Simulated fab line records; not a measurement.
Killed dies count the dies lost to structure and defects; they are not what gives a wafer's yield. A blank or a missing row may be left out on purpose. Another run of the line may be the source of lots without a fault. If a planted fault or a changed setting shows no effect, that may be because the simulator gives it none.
The tool behind it: which one? :: flow n5-finfet :: 27 wafers sampled from 9 lots at 1 step of a route of 1938

== WHAT EACH GAUGE READ, for each wafer ==
N5_BEOL_M4_RC_MEAS_101.
lot: L625
measured: day 10 06:04
on: prober-01
DIBL_N (mV/V): 41.7 34.2 40.5

lot: L624
measured: day 10 11:35
on: prober-02
DIBL_N (mV/V): 37.2 40.6 39.5

lot: L628
measured: day 11 17:02
on: prober-02
DIBL_N (mV/V): 35.0 42.0 34.9

lot: L634
measured: day 13 00:13
on: prober-01
DIBL_N (mV/V): 38.7 38.1 36.4

lot: L633
measured: day 13 12:01
on: prober-02
DIBL_N (mV/V): 37.6 33.3 38.7

lot: L636
measured: day 13 12:47
on: prober-02
DIBL_N (mV/V): 37.3 35.9 33.9

lot: L643
measured: day 15 03:29
on: prober-02
DIBL_N (mV/V): 34.4 36.6 37.4

lot: L642
measured: day 15 10:08
on: prober-02
DIBL_N (mV/V): 36.3 37.3 34.7

lot: L644
measured: day 15 13:25
on: prober-01
DIBL_N (mV/V): 34.9 37.3 35.3

== TOOL THAT RAN EACH LOT (tool first, then ch and the chambers of the sampled wafers, then the start) ==
The record holds no process step before these readings.

== THE ANSWER, worked out from the rows above alone ==
Rule: what is usual is taken from the lots themselves. Put in order of their means at a reading, lots are off if they are a third of the lots or fewer, leave a main group of 4 or more, and stand apart from it by a gap of 3 or more times the standard deviation of the main group's means; of several such gaps the widest counts. A main group whose means are all the same, to the digits that the tables above print for the reading, isn't used. Also off: a lot with no number at a reading for which 4 or more lots have one. Any other lot the step has rows for is counted as sound.
No lot is off on any of the readings shown, so nothing can be concluded from this.

== WHAT THE SIMULATOR HAD INSERTED ==
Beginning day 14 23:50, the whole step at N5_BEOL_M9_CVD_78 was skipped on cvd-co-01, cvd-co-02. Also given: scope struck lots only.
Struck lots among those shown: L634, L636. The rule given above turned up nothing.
